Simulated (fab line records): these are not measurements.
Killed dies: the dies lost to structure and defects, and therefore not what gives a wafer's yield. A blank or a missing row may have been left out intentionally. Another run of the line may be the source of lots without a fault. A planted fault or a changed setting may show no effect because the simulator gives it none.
Matching of chambers | flow nand harc | 4 sister chambers for NHARC_A_CONTACT_ETCH_110 on rie diel-01
The step etches the open film in CF4/O2, target depth 60 nm, overetch 6 nm, time 33 s. 4 wafers are shown with their chamber, then 8 later ones without.

== EACH WAFER AND ITS CHAMBER ==
wafer  | chamber | drypump motor current A (A)
L232.1 | 2       | 5.9
L233.5 | 3       | 5.5
L233.6 | 0       | 6.5
L235.1 | 1       | 5.3

== WAFERS WHOSE CHAMBER IS MISSING ==
wafer  | drypump motor current A (A)
L235.3 | 5.5
L235.6 | 5.3
L238.1 | 6.5
L238.2 | 5.5
L238.5 | 5.2
L240.2 | 5.5
L240.3 | 5.9
L240.5 | 5.8

== WHICH CHAMBER EACH WENT THROUGH ==
wafer  | from the rows above | in truth
L235.3 | 3                   | 3
L235.6 | 1                   | 1
L238.1 | 0                   | 0
L238.2 | 3                   | 3
L238.5 | 1                   | 1
L240.2 | 3                   | 3
L240.3 | 2                   | 2
L240.5 | 2                   | 2
Placed correctly: 8 of 8. Left unplaced by these rows: 0. Wrongly placed: 0.
How it was worked out, from the rows above alone: a wafer's distance from a chamber is the root of the sum, over the readings, of the square of ((its reading less the chamber's mean) divided by the reading's scatter). If the next closest chamber is less than 2 further off than the closest, the wafer can't be placed; otherwise it belongs to the closest. The mean given for a chamber averages the wafers shown for that chamber. The scatter: with one shown wafer a chamber, the root of the mean of the squares of how far each hidden wafer lies from its nearest shown one.
